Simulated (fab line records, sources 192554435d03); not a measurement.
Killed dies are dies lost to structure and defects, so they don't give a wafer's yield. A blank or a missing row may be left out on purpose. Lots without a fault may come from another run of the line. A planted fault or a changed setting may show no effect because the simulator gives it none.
Split-lot experiment | flow n5_finfet | 7 lots, 39 wafers read, on a route of 1938 steps

THE SPLIT
At N5_MOL_CONTACT_COAG_ETCHBACK_136 (etches SiO2 in CHF3, target depth 25 nm, time 16.7 s), the setting target_depth_a was moved away from the recipe's 250 angstrom on 12 of the 39 wafers read, by +4.9% to +14.2%. The other wafers ran this setting at the recipe's value.

FROM THE SPLIT TO THE READING: what the file shows between them, 1 step
- N5_MOL_CONTACT_COAG_STRIP_120: strips in CHF3

THE READING
MOL_CONTACT_COAG.feature_depth_nm (the simulator's own value, which no gauge read), in nm, at N5_MOL_CONTACT_COAG_VIA_ETCH_117 (etches SiO2 in C4F6/O2, target depth 40 nm, overetch 8 nm, time 26 s). The file gives no usual value for it. The 27 wafers here that ran the recipe average 40.2 nm, standard deviation 0.66 nm.

wafer  | tool, chamber at the split | target_depth_a as run, angstrom | against the recipe | MOL_CONTACT_COAG.feature_depth_nm, nm | against lot-mates on the recipe
L074.1 | rie_diel-04, 0,3,1         | 274.7                           | +9.9%              | 36.8                                  | -3.1
L074.2 | rie_diel-04, 1,3,0         | 250                             | recipe             | 40.2                                  | -
L074.3 | rie_diel-04, 1,3,0         | 250                             | recipe             | 40.4                                  | -
L074.4 | rie_diel-04, 0,3,1         | 274.7                           | +9.9%              | 38                                    | -1.9
L074.5 | rie_diel-04, 1,3,0         | 250                             | recipe             | 39.2                                  | -
L074.6 | rie_diel-04, 0,3,1         | 274.7                           | +9.9%              | 37.6                                  | -2.3
L079.1 | rie_diel-04, 2,0,1         | 250                             | recipe             | 39.8                                  | -
L079.2 | rie_diel-04, 2,0,1         | 250                             | recipe             | 39.6                                  | -
L079.4 | rie_diel-04, 2,0,1         | 250                             | recipe             | 40                                    | -
L080.1 | rie_diel-02, 0,2,0         | 285.5                           | +14.2%             | 35.8                                  | -4.1
L080.2 | rie_diel-02, 0,2,0         | 285.5                           | +14.2%             | 38                                    | -1.9
L080.3 | rie_diel-02, 1,3,3         | 250                             | recipe             | 39.6                                  | -
L080.4 | rie_diel-02, 1,3,3         | 250                             | recipe             | 40.2                                  | -
L080.5 | rie_diel-02, 0,2,0         | 285.5                           | +14.2%             | 35.8                                  | -4.1
L080.6 | rie_diel-02, 1,3,3         | 250                             | recipe             | 40                                    | -
L087.1 | rie_diel-02, 0,1,2,3,2,3   | 250                             | recipe             | 40                                    | -
L087.2 | rie_diel-02, 0,1,2,3,2,3   | 250                             | recipe             | 39.8                                  | -
L087.3 | rie_diel-02, 0,1,2,3,2,3   | 250                             | recipe             | 41.6                                  | -
L087.4 | rie_diel-02, 0,1,2,3,2,3   | 250                             | recipe             | 40.2                                  | -
L087.5 | rie_diel-02, 0,1,2,3,2,3   | 250                             | recipe             | 41.4                                  | -
L087.6 | rie_diel-02, 0,1,2,3,2,3   | 250                             | recipe             | 40.2                                  | -
L090.1 | rie_diel-01, 3,1,3         | 250                             | recipe             | 39.4                                  | -
L090.2 | rie_diel-01, 0,2,0         | 276.8                           | +10.7%             | 37                                    | -2.5
L090.3 | rie_diel-01, 3,1,3         | 250                             | recipe             | 39.8                                  | -
L090.4 | rie_diel-01, 0,2,0         | 276.8                           | +10.7%             | 37.2                                  | -2.3
L090.5 | rie_diel-01, 0,2,0         | 276.8                           | +10.7%             | 36.8                                  | -2.7
L090.6 | rie_diel-01, 3,1,3         | 250                             | recipe             | 39.4                                  | -
L092.1 | rie_diel-02, 3,2,0,1,3,2   | 250                             | recipe             | 39.8                                  | -
L092.2 | rie_diel-02, 3,2,0,1,3,2   | 250                             | recipe             | 41                                    | -
L092.3 | rie_diel-02, 3,2,0,1,3,2   | 250                             | recipe             | 39.8                                  | -
L092.4 | rie_diel-02, 3,2,0,1,3,2   | 250                             | recipe             | 39.8                                  | -
L092.5 | rie_diel-02, 3,2,0,1,3,2   | 250                             | recipe             | 39.8                                  | -
L092.6 | rie_diel-02, 3,2,0,1,3,2   | 250                             | recipe             | 41.2                                  | -
L094.1 | rie_diel-02, 3,0,1         | 262.3                           | +4.9%              | 38.4                                  | -2.3
L094.2 | rie_diel-02, 3,0,1         | 262.3                           | +4.9%              | 38.2                                  | -2.5
L094.3 | rie_diel-02, 2,1,2         | 250                             | recipe             | 41.2                                  | -
L094.4 | rie_diel-02, 2,1,2         | 250                             | recipe             | 39.6                                  | -
L094.5 | rie_diel-02, 3,0,1         | 262.3                           | +4.9%              | 38.4                                  | -2.3
L094.6 | rie_diel-02, 2,1,2         | 250                             | recipe             | 41.2                                  | -
Where a row lists several chambers, the file gives one row for several wafers and doesn't say which wafer went through which chamber.

THE FIT
A straight line over all 39 wafers: MOL_CONTACT_COAG.feature_depth_nm changes by -0.272 nm for each +1% of target_depth_a; r = -0.90; the points scatter about the line by 0.67 nm.
The same after taking each lot's own level away (the mean of its wafers on the recipe; 39 wafers): -0.248 nm for each +1%; r = -0.89; scatter 0.65 nm.
On that fit, the largest move of target_depth_a shifts the reading by 3.5 nm.
The lots' own levels span 39.53 to 40.67 nm, that is 1.7 times the standard deviation above.
So the lot-to-lot level changes the slope little: the two slopes agree.
Check: with one of the wafers moved furthest among these (+14.2%) left out of the fit, the line predicts -3.48 nm for it against its lot-mates. It came out at -4.13 nm against them.

OTHER SPLITS ON THESE WAFERS
These wafers also went through other splits before the reading. Each is held against what the fit with the lots' levels taken away leaves over:
other split on the same wafers               | wafers away from the commonest value | r with MOL_CONTACT_COAG.feature_depth_nm (lot level and that fit taken away)
N5_HKMG_FIN_ETCH_35 target_depth_a           | 12                                   | -0.03
N5_GATE_CUT_HM_DEP_46 target_thk_a           | 18                                   | -0.28
N5_GATE_CUT_ETCH_36 cf4_flow_sccm            | 12                                   | -0.02
N5_MOL_CONTACT_COAG_SPUTTER_130 target_thk_a | 9                                    | +0.15

THE WHOLE CHAIN: every reading that the file lists as answering this split, in the file's order
step                             | what it does                                                         | reading                                                                            | change (the file's fit)               | r (the file's)
N5_MOL_CONTACT_COAG_VIA_ETCH_117 | etches SiO2 in C4F6/O2, target depth 40 nm, overetch 8 nm, time 26 s | etch.depth_nm (the simulator's own value, which no gauge read)                     | -0.252 nm for each +1% of the setting | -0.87
N5_MOL_CONTACT_COAG_VIA_ETCH_117 | etches SiO2 in C4F6/O2, target depth 40 nm, overetch 8 nm, time 26 s | MOL_CONTACT_COAG.feature_depth_nm (the simulator's own value, which no gauge read) | -0.254 nm for each +1% of the setting | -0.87

THE FILE'S OWN FIT
MOL_CONTACT_COAG.feature_depth_nm changes by -0.254 nm for each +1% of target_depth_a, r = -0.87.
